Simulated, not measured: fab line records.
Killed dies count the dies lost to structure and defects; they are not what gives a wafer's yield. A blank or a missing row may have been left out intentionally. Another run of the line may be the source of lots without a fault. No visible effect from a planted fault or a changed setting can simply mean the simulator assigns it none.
Matching of chambers    flow nand harc    rie diel-05 running NHARC_A_CHANNEL_FILL_D1_ETCHBACK_20: 4 sister chambers
The step etches the open film in C4F8/O2/Ar, target depth 27 nm, time 13.5 s. 4 wafers are shown with their chamber, then 7 later ones without.

== WAFERS WITH THEIR CHAMBER ==
wafer   chamber  rf vpp V (V)
L732.3  2        974
L732.4  3        988
L741.1  0        978
L741.2  1        978

== WAFERS WHOSE CHAMBER IS MISSING ==
wafer   rf vpp V (V)
L741.5  974
L742.3  977
L742.4  978
L742.6  979
L743.1  977
L743.2  978
L743.6  978

== WHICH CHAMBER EACH WENT THROUGH ==
wafer   from the rows above      in truth
L741.5  2                        2
L742.3  can't be placed: 0 or 1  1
L742.4  can't be placed: 0 or 1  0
L742.6  can't be placed: 0 or 1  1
L743.1  can't be placed: 0 or 1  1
L743.2  can't be placed: 0 or 1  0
L743.6  can't be placed: 0 or 1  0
Placed correctly: 1 of 7. From these rows, 6 cannot be placed; in 6 the true chamber is one of the candidates. Placed wrongly: 0.
How it was worked out, from the rows above alone: a wafer's distance from a chamber is the root of the sum, over the readings, of the square of ((its reading less the chamber's mean) divided by the reading's scatter). If the next closest chamber is less than 2 further off than the closest, the wafer can't be placed; otherwise it belongs to the closest. The mean given for a chamber averages the wafers shown for that chamber. The scatter: root of mean squared gap, hidden wafer to nearest shown wafer, with one shown wafer a chamber.
